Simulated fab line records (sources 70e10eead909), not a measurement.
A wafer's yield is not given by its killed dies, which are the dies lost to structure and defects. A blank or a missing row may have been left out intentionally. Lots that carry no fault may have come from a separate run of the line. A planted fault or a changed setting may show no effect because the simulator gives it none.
A struck lot beside a sound one | flow nand-harc | 15 out of 1302 route steps
Sound: these wafers, L415.1, L415.2, L415.6. The struck wafers were L428.1, L428.2, L428.5. At the end, the cause is stated.
Per side, at each step with rows, come the tool, then ch with its chambers, and then its first start. Under that, the readings that differ: sound wafers | struck wafers | difference of the means | sigmas: that difference in standard deviations of wafers without a fault.
alike: readings whose means differ by less than 2 such deviations, and words and numbers that are the same on both sides. not compared: withheld readings, readings that some wafer has no value for, bounds like >300 that may hide the same value, and numbers for which the record gives no deviation and whose values overlap.
Wherever a step has rows on one side only, a row that says differs or no value, or a row with sigmas, the two part there. When numbers do not overlap yet have no deviation, they are printed without sigmas and do not part them. A reading missing from all wafers of one side parts the sides only when that side holds two or more wafers.

first, 2 steps without rows for these wafers: NHARC_A_CHANNEL_HOLE_D2_STRIP_42 (strips in CF4/CHF3); NHARC_A_CHANNEL_HOLE_D2_STRIP_43 (strips in O2/COS).
NHARC_A_CHANNEL_HOLE_D2_ETCH_44: etches the open film in CF4/O2, target depth 140 nm, overetch 14 nm, time 77 s.
  sound on rie-diel-12 ch 0,2, day 12 23:49; struck on rie-diel-12 ch 1,2, day 18 13:19
  alike: drypump-motor-current-A, oes-product-au, rf-fwd-power-W, rf-vpp-V, showerhead-plenum-p-Torr, throttle-valve-pct
  not compared: rf-hours-counter-h
NHARC_A_CHANNEL_HOLE_D2_STRIP_28: strips in O2.
  sound: rie-diel-12 ch 0,3; struck: rie-diel-12 ch 2,3
  alike: drypump-motor-current-A, oes-product-au, rf-vpp-V, showerhead-plenum-p-Torr, throttle-valve-pct
  not compared: rf-hours-counter-h
then, 2 steps without rows for these wafers: NHARC_A_CHANNEL_HOLE_D2_PRECLEAN_29 (cleans in SC1); NHARC_A_CHANNEL_HOLE_D2_SRD_30.
NHARC_A_CHANNEL_HOLE_D2_CD_MEAS_31:
  sound on cd-sem-02, day 13 00:44; struck on cd-sem-02, day 18 14:07
  alike: cd-nm
NHARC_A_CHANNEL_HOLE_D2_XSEM_32:
  sound on xsem-01 ch 0, day 13 00:49; struck on xsem-02 ch 0, day 18 14:13
  reading     | sound          | struck         | difference | sigmas
  bow-nm (nm) | 9.03 8.98 9.16 | 8.46 8.46 8.43 | -0.61      | -2
  alike: bot-cd-nm, tilt-deg
NHARC_A_CHANNEL_HOLE_D2_INSPECT_40:
  sound on defect-inspect-02, day 13 00:55; struck on defect-inspect-02, day 18 14:18
  alike: raw-defect-count
then, 2 steps without rows for these wafers: NHARC_A_CHANNEL_FILL_D2_PRECLEAN_00 (cleans in SC1); NHARC_A_CHANNEL_FILL_D2_SRD_01.
NHARC_A_CHANNEL_FILL_D2_ALD_02: deposits SiO2, target thk 6 nm, pulse time 10 s, ald cycles 60.
  sound on ald-hk-03 ch 0,2,3, day 13 01:06; struck on ald-hk-04 ch 0,1,3, day 18 14:44
  alike: ald-cycles, heater-power-w, precursor-pulse-height-rel
NHARC_A_CHANNEL_FILL_D2_ALD_03: deposits SiNx, target thk 6 nm, pulse time 60 s, ald cycles 58.
  sound on ald-sin-batch-02 ch 0, day 13 04:59; struck on ald-sin-batch-02 ch 0, day 18 18:07
  reading    | sound    | struck   | difference | sigmas
  ald-cycles | 58 58 58 | 61 61 61 | +3         |
  alike: precursor-pulse-height-rel
NHARC_A_CHANNEL_FILL_D2_ALD_14: deposits SiO2, target thk 2.5 nm, pulse time 10 s, ald cycles 25.
  sound on ald-hk-01 ch 0,1,2, day 13 08:34; struck on ald-hk-04 ch 0,2,3, day 18 21:43
  alike: ald-cycles, heater-power-w, precursor-pulse-height-rel
-- break in the record here, with 11 days between the starts of the struck wafers on either side (left off in module A_CHANNEL_FILL_D2, picked up again in module END, where the first step shown is number 1302 on the route) --
NHARC_END_SORT_01:
  sound on prober-02 ch 0, day 24 08:50; struck on prober-01 ch 0, day 29 20:31
  alike: killed-at-array, killed-at-other, killed-at-periphery, killed-dies, killed-open, killed-short

## WHERE THEY PART
Only at NHARC_A_CHANNEL_HOLE_D2_XSEM_32, within this record. Later steps at which nothing parts them and some readings are alike: NHARC_A_CHANNEL_HOLE_D2_INSPECT_40, NHARC_A_CHANNEL_FILL_D2_ALD_02, NHARC_A_CHANNEL_FILL_D2_ALD_03, NHARC_A_CHANNEL_FILL_D2_ALD_14, NHARC_END_SORT_01.

WHY: what the simulator had put in
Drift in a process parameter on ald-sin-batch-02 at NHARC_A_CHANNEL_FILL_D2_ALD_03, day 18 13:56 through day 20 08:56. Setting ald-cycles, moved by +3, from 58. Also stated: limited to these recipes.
